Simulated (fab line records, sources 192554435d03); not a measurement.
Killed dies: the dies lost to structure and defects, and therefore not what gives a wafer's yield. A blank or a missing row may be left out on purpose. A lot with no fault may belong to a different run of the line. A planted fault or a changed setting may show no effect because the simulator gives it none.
Struck lot and sound lot, side by side :: flow n5Finfet :: 15 steps out of a route of 1938
Sound: these wafers, L926.4, L926.5, L926.6. Struck: wafers L916.5, L916.6. The cause is named last.
Each step with rows lists, per side, the tool, then ch with its chambers, then its first start. Under that, the readings that differ: sound wafers :: struck wafers :: difference of the means :: sigmas: that difference in standard deviations of wafers without a fault.
alike: readings whose means differ by less than 2 such deviations, and words and numbers that are the same on both sides. not compared: withheld readings, readings that some wafer has no value for, bounds like >300 that may hide the same value, and numbers for which the record gives no deviation and whose values overlap.
The two part at a step that has a row with sigmas, a row that says differs or no value, or rows on one side only. When numbers do not overlap yet have no deviation, they are printed without sigmas and do not part them. A reading that every wafer of one side lacks parts them only if that side has two wafers or more.

first, 1 step without rows for these wafers: N5_BEOL_M4_ETCH_41 (etches SiCN in CH3F/O2, target depth 29.9 nm, time 52.5 s).
N5_BEOL_M4_STRIP_97: strips in N2/H2, time 10 s.
  sound: rieDiel-01 ch 0,2,3; struck: rieDiel-06 ch 0,3
  alike: drypumpMotorCurrentA, oesProductAu, rfVppV, showerheadPlenumPTorr, throttleValvePct
  not compared: rfHoursCounterH
N5_BEOL_M4_OCD_MEAS_38:
  sound: ocd-01 at day 15 17:49; struck: ocd-02 at day 12 20:53
  alike: trenchDepthNm
then, 4 steps without rows for these wafers: N5_BEOL_M4_HM_STRIP_39 (strips TiN in peroxide tin strip, target depth 25 nm, time 158 s); N5_BEOL_M4_SRD_40 (time 30 s); N5_BEOL_M4_PRECLEAN_42 (cleans in residue remover, time 60 s); N5_BEOL_M4_SRD_43 (time 30 s).
N5_BEOL_M4_CD_MEAS_35: target cd 18 nm, target cd y 22.4 nm.
  sound: cdSem-01 at day 15 17:59; struck: cdSem-02 at day 12 21:02
  alike: cdNm
N5_BEOL_M4_DEGAS_44: time 60 s.
  sound: pvdSputter-02 at day 15 18:08; struck: pvdSputter-01 at day 12 22:34
  alike: heaterPowerW
then, 1 step without rows for these wafers: N5_BEOL_M4_PRE_CLEAN_45 (time 30 s).
N5_BEOL_M4_ALD_84: deposits TaN, pulse time 2 s, purge time 3 s, co reactant purge time 2 s.
  sound on aldMetal-02 ch 0,1, day 15 18:16; struck on aldMetal-02 ch 1,2, day 12 22:45
  alike: heaterPowerW
N5_BEOL_M4_SURFACE_TREAT_85:
  sound: pvdSputter-02 at day 15 18:47; struck: pvdSputter-02 at day 12 22:55
  not compared: throttleValvePct
N5_BEOL_M4_CVD_47: deposits Co from CCTBA/H2, target thk 3 nm, time 223.8 s.
  sound on cvdCo-01 ch 0,1,2, day 15 18:55; struck on cvdCo-02 ch 1,2, day 12 23:04
reading: runLengthS (s)
sound: 246.2 246.4 246.8
struck: 415.3 414.4
difference: +168.4
sigmas: +99 or more
N5_BEOL_M4_SPUTTER_48: material Cu, target thk 4.5 nm, time 8.29 s.
  sound: pvdSputter-02 at day 15 19:00; struck: pvdSputter-02 at day 12 23:13
  alike: throttleValvePct
N5_BEOL_M4_RC_MEAS_101:
  sound on prober-02 ch 0, day 15 22:20; struck on prober-02 ch 0, day 13 02:39
  alike: DIBL_N, DIBL_P, IOFF_N, IOFF_P, ION_N, ION_P, SS_N, SS_P, VT_N, VT_P

## WHERE THEY PART
N5_BEOL_M4_CVD_47 only, going by this record. Later steps at which nothing parts them and some readings are alike: N5_BEOL_M4_SPUTTER_48, N5_BEOL_M4_RC_MEAS_101.

WHY: what had been put in by the simulator
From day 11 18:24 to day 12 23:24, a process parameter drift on cvdCo-02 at N5_BEOL_M4_CVD_47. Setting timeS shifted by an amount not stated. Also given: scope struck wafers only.
